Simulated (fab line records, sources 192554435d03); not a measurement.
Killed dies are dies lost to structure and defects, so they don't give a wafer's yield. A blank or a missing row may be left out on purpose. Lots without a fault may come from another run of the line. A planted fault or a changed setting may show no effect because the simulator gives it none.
Problem report in the 8D (eight disciplines) form, filled by code | flow n5_finfet | the parts of the form that need people (team, actions taken, sign-off) are left out

1. THE PROBLEM
REXT_N at N5_BEOL_M4_RC_MEAS_101 reads a mean of 98.9 ohm.um on 3 wafers of 3 lots; wafers without a fault read 75.6 ohm.um with a standard deviation of 1.8. That is +13 standard deviations from the usual mean.
First seen on wafer L676.1, day 11 13:14, on prober-02. The record holds 29 wafers of 11 lots with a number at this step. Rule for "out", or "out of limits": more than 4 standard deviations from the usual mean. The other wafers with a number count as sound.

2. WHAT IT IS AND WHAT IT IS NOT
question                    | is                                    | is not
which readings at this step | REXT_N, ION_P, REXT_P, VT_P, VT_P_LVT | SS_P
which lots                  | L676, L680, L681                      | L665, L666, L667, L668, L669, L671, L683, L687
which wafers of those lots  | L676.1, L680.5, L681.5                | L676.3, L680.6, L681.6
read on which gauges        | prober-01, prober-02                  | -
when                        | from day 11 13:14                     | up to then (18 sound wafers); but 8 sound wafers of L680, L681, L683, L687 came after

3. SUSPECTS, AND WHAT RULES EACH OUT
Counting: a tool at a process step up to the reading stays a suspect if it ran every lot that is out. Sound lots after the first of them don't rule it out here, since some wafers of a struck lot are sound.
- the gauge at N5_BEOL_M4_RC_MEAS_101: ruled out. The wafers that are out were read on 2 gauges (prober-01, prober-02).
- ald_sin-02 at N5_SPACER0_ALD_08 (deposits SiNx, target thk 2 nm): kept. It ran every lot that is out, first L676 (day 6 02:15); its last sound lot up to then is L668 (day 4 00:11).
Left after counting: ald_sin-02 at N5_SPACER0_ALD_08.

4. THE CAUSE (what the simulator had put in)
Process parameter drift: ald_sin-02, from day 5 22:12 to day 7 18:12, at N5_SPACER0_ALD_08. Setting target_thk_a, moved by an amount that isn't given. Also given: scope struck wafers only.
Counting left only this tool.

5. THE CHAIN OF EFFECTS, in route order
Each row: a reading whose mean over the struck wafers that have a number lies more than 3 standard deviations from the usual. Only readings for which the record gives a usual standard deviation are gone through. hours: the time from each lot's start at the first step in this table that gives one to its start at this step, as a median over the lots. sigmas: the change in usual standard deviations.
hours | step                    | reading          | usual        | on struck wafers | change | sigmas
0     | N5_BEOL_M4_RC_MEAS_101  | DIBL_N           | 37.5 mV/V    | 29.5             | -8.0   | -3.2
0     | N5_BEOL_M4_RC_MEAS_101  | ION_N            | 679 uA/um    | 604              | -75    | -4.7
0     | N5_BEOL_M4_RC_MEAS_101  | ION_P            | 465 uA/um    | 410              | -55    | -5.6
0     | N5_BEOL_M4_RC_MEAS_101  | REXT_N           | 75.6 ohm.um  | 98.9             | +23.3  | +13
0     | N5_BEOL_M4_RC_MEAS_101  | REXT_P           | 101.0 ohm.um | 130.4            | +29.4  | +10
0     | N5_BEOL_M4_RC_MEAS_101  | VT_N             | 248 mV       | 263              | +15    | +3.3
0     | N5_BEOL_M4_RC_MEAS_101  | VT_N_LVT         | 97 mV        | 111              | +14    | +3.2
0     | N5_BEOL_M4_RC_MEAS_101  | VT_P             | -249 mV      | -268             | -19    | -5.5
0     | N5_BEOL_M4_RC_MEAS_101  | VT_P_LVT         | -97 mV       | -114             | -17    | -5.3
117   | N5_PASSIVATION_PROBE_49 | sort_bin_8_speed | 0.01 %       | 89.24            | +89.23 | +99 or more
117   | N5_PASSIVATION_PROBE_49 | sort_n_pass      | 1070         | 17               | -1053  | -38
117   | N5_PASSIVATION_PROBE_49 | sort_yield_pct   | 90.7 %       | 1.5              | -89.2  | -37
The process steps in it:
- N5_PASSIVATION_PROBE_49

6. WHAT WOULD HAVE CAUGHT IT SOONER
In this record the first reading out of limits at a measuring or inspecting step was taken at day 11 13:14, 135 hours after the fault began at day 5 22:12.
Of the tool readings at N5_SPACER0_ALD_08 for which the record gives a usual standard deviation, none was out on any struck wafer, so an alarm limit of 4 standard deviations on them would not have fired.
All the lots that are out (3) had begun N5_SPACER0_ALD_08 on ald_sin-02 by day 11 13:14. A hold on the tool at that time would have spared none of them.
